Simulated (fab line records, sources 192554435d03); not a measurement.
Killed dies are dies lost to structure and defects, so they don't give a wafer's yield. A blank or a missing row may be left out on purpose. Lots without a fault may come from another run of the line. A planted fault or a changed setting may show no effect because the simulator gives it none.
Chamber matching | flow n5_finfet | N5_WELL_APT_DESCUM_13 on rie_diel-03: 4 sister chambers
The step chemistry O2, time 7.9 s. 8 wafers are shown with their chamber, then 7 later ones without.

WAFERS WITH THEIR CHAMBER
wafer  | chamber | showerhead_plenum_p_Torr (Torr) | drypump_motor_current_A (A)
L410.1 | 0       | 2.03                            | 4.8
L417.4 | 1       | 2.21                            | 6.4
L417.5 | 3       | 2.10                            | 5.9
L420.1 | 1       | 2.21                            | 6.4
L420.2 | 2       | 2.10                            | 5.5
L420.5 | 3       | 2.10                            | 6.0
L424.1 | 2       | 2.10                            | 5.5
L424.2 | 0       | 2.02                            | 4.7

WAFERS WITHOUT THEIR CHAMBER
wafer  | showerhead_plenum_p_Torr (Torr) | drypump_motor_current_A (A)
L424.5 | 2.02                            | 4.7
L425.2 | 2.20                            | 6.3
L425.4 | 2.02                            | 4.8
L425.5 | 2.10                            | 6.0
L426.1 | 2.10                            | 6.0
L426.5 | 2.02                            | 4.7
L426.6 | 2.20                            | 6.3

WHICH CHAMBER EACH WENT THROUGH
wafer  | from the rows above | in truth
L424.5 | 0                   | 0
L425.2 | 1                   | 1
L425.4 | 0                   | 0
L425.5 | 3                   | 3
L426.1 | 3                   | 3
L426.5 | 0                   | 0
L426.6 | 1                   | 1
Placed correctly: 7 of 7. Can't be placed from these rows: 0. Placed wrongly: 0.
How it was worked out, from the rows above alone: a wafer's distance from a chamber is the root of the sum, over the readings, of the square of ((its reading less the chamber's mean) divided by the reading's scatter). The wafer belongs to the nearest chamber; if the next one is less than 2 further off, it can't be placed. A chamber's mean is the mean of its shown wafers. The scatter: the root of (the sum of the squares of (reading less its chamber's mean) over the shown wafers, divided by (wafers less chambers)).
